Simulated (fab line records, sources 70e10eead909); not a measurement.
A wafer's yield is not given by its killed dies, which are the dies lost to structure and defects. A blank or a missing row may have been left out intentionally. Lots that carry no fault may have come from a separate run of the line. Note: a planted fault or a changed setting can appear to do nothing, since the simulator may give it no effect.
Shared-tool check    flow nand-harc    24 wafers sampled across 8 lots

## REASON IT WAS OPENED
Flagged at NHARC_A_CHANNEL_HOLE_D1_CD_MEAS_10: reading cd-nm, on 2 of 8 lots. No-fault wafers: 100.0 nm, standard deviation 0.49.
Rule: a lot is flagged when every wafer of it that has a number lies more than 4 standard deviations from that mean, or none has a number. As for the other lots, they are considered sound.

lot   measured      on         cd-nm (nm), wafer by wafer  flag
L133  day 8 11:47   cd-sem-02  100.4 99.6 99.4             
L136  day 9 15:56   cd-sem-03  101.0 100.2 100.0           
L139  day 10 13:41  cd-sem-02  100.3 99.3 99.4             
L150  day 15 05:02  cd-sem-02  99.9 100.5 99.5             
L149  day 15 05:12  cd-sem-01  99.5 100.1 99.4             
L152  day 16 07:20  cd-sem-03  110.9 110.3 110.1           FLAGGED
L154  day 16 22:37  cd-sem-03  109.1 109.3 108.6           FLAGGED
L156  day 17 22:41  cd-sem-02  101.2 100.9 101.0           
Average over the flagged lots: 109.7 nm; offset from the usual +9.7 nm, equal to +20 standard deviations.

## WHICH TOOL EACH LOT WENT THROUGH
The record holds 1 process step before the reading, out of a route of 1302 steps. Read each cell as the tool, then ch plus the chambers that the sampled wafers visited, then the start.
lot   flag     NHARC_A_CHANNEL_HOLE_D1_PEB_08
L133           litho-track-01 ch 0, day 8 11:42
L136           litho-track-06 ch 0, day 9 15:51
L139           litho-track-04 ch 0, day 10 13:36
L150           litho-track-04 ch 0, day 15 04:58
L149           litho-track-06 ch 0, day 15 05:07
L152  FLAGGED  litho-track-06 ch 0, day 16 07:15
L154  FLAGGED  litho-track-06 ch 0, day 16 22:32
L156           litho-track-04 ch 0, day 17 22:37
What the steps here do:
- NHARC_A_CHANNEL_HOLE_D1_PEB_08: peb time 65 s.
- NHARC_A_CHANNEL_HOLE_D1_CD_MEAS_10: target cd 100 nm.

## FLAGGED AGAINST TOTAL, ONE TOOL AT A TIME (gauges that did the reading follow at the end)
step                                tool            lots run  flagged  share of the flagged lots  sound lots run after its first flagged lot
NHARC_A_CHANNEL_HOLE_D1_PEB_08      litho-track-01  1         0        none                       -
NHARC_A_CHANNEL_HOLE_D1_PEB_08      litho-track-04  3         0        none                       -
NHARC_A_CHANNEL_HOLE_D1_PEB_08      litho-track-06  4         2        all                        0
NHARC_A_CHANNEL_HOLE_D1_CD_MEAS_10  cd-sem-01       1         0        none                       -
NHARC_A_CHANNEL_HOLE_D1_CD_MEAS_10  cd-sem-02       4         0        none                       -
NHARC_A_CHANNEL_HOLE_D1_CD_MEAS_10  cd-sem-03       3         2        all                        0

## WHAT THE TABLE ALLOWS
Table rows that saw every flagged lot: 2, namely litho-track-06 at NHARC_A_CHANNEL_HOLE_D1_PEB_08 and cd-sem-03 at NHARC_A_CHANNEL_HOLE_D1_CD_MEAS_10.
- litho-track-06 at NHARC_A_CHANNEL_HOLE_D1_PEB_08 ran 4 lots, 2 of them flagged. Last sound lot L149 at day 15 05:07, first flagged lot L152 at day 16 07:15; a fault beginning in between fits. Its own readings lie more than 4 standard deviations out on every wafer of the flagged lots: heater-power-total-W, plate-temp-C.
- cd-sem-03 at NHARC_A_CHANNEL_HOLE_D1_CD_MEAS_10 ran 3 lots, 2 of them flagged. Last sound lot L136 at day 9 15:56, first flagged lot L152 at day 16 07:20; a fault beginning in between fits.
These 2 tools cannot be told apart by counting lots, since each of them fits a fault that started at some hour. More lots, or a look at what each step does to the wafer, might.

## WHAT WAS PUT IN BY THE SIMULATOR
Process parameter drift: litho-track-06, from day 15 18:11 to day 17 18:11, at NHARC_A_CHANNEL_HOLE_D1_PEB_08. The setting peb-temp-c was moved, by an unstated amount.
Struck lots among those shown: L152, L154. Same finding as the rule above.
